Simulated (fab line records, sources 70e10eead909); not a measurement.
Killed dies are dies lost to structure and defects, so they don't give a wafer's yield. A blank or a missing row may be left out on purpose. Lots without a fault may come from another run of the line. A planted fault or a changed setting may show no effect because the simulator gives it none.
Problem report in the 8D (eight disciplines) form, filled by code | flow nand_harc | the parts of the form that need people (team, actions taken, sign-off) are left out

1. THE PROBLEM
killed_at_array at NHARC_END_SORT_01 reads a mean of 88 on 3 wafers of 2 lots; wafers without a fault read 25 with a standard deviation of 9.2. That is +6.8 standard deviations from the usual mean.
First seen on wafer L421.4, day 22 18:51, on prober-02. The record holds 3 wafers of 2 lots with a number at this step. Rule for "out", or "out of limits": more than 4 standard deviations from the usual mean. The other wafers with a number count as sound.

2. WHAT IT IS AND WHAT IT IS NOT
question                    | is                           | is not
which readings at this step | killed_at_array, killed_dies | killed_at_other, killed_at_periphery, killed_open, killed_short
which lots                  | L421, L424                   | -
which wafers of those lots  | all that have a number       | -
read on which gauges        | prober-02                    | -
when                        | from day 22 18:51            | up to then (0 sound wafers)

3. SUSPECTS, AND WHAT RULES EACH OUT
Counting: a tool at a process step up to the reading stays a suspect if it ran every lot that is out and no sound lot after the first of them.
- the gauge at NHARC_END_SORT_01: kept. All the wafers that are out were read on prober-02, and no step on other tools shows them out.
- har_cap_etch-03 at NHARC_A_CONTACT_ETCH_125 (etches the open film in C4F8/O2/Ar, time 155 s, target depth 956 nm): kept. It ran every lot that is out, first L421 (day 19 06:14), and no sound lot after that.
- har_cap_etch-03 at NHARC_A_CONTACT_ETCH_130 (etches the open film in C4F8/O2/Ar, time 155 s, target depth 956 nm): kept. It ran every lot that is out, first L421 (day 19 07:10), and no sound lot after that.
- rie_diel-04 at NHARC_A_CONTACT_DESCUM_13 (chemistry O2, time 3 s): kept. It ran every lot that is out, first L421 (day 19 18:49), and no sound lot after that.
- har_cap_etch-01 at NHARC_A_CONTACT_ETCH_137 (etches the open film in C4F8/O2/Ar, time 132 s, target depth 1287 nm): kept. It ran every lot that is out, first L421 (day 19 20:19), and no sound lot after that.
Left after counting: har_cap_etch-03 at NHARC_A_CONTACT_ETCH_125, har_cap_etch-03 at NHARC_A_CONTACT_ETCH_130, rie_diel-04 at NHARC_A_CONTACT_DESCUM_13, har_cap_etch-01 at NHARC_A_CONTACT_ETCH_137, prober-02 at NHARC_END_SORT_01.

4. THE CAUSE (what the simulator had put in)
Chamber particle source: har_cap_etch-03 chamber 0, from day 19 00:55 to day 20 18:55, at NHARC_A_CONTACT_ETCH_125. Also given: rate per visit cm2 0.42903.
Counting left 5 suspects, and this tool is among them.

5. THE CHAIN OF EFFECTS, in route order
Each row: a reading whose mean over the struck wafers that have a number lies more than 3 standard deviations from the usual. Only readings for which the record gives a usual standard deviation are gone through. hours: the time from each lot's start at the first step in this table that gives one to its start at this step, as a median over the lots. sigmas: the change in usual standard deviations.
hours | step              | reading         | usual | on struck wafers | change | sigmas
0     | NHARC_END_SORT_01 | killed_at_array | 25    | 88               | +63    | +6.8
0     | NHARC_END_SORT_01 | killed_dies     | 30    | 93               | +63    | +6.5

6. WHAT WOULD HAVE CAUGHT IT SOONER
In this record the first reading out of limits at a measuring or inspecting step was taken at day 22 18:51, 90 hours after the fault began at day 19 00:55.
All the lots that are out (2) had begun NHARC_A_CONTACT_ETCH_125 on har_cap_etch-03 by day 22 18:51. A hold on the tool at that time would have spared none of them.
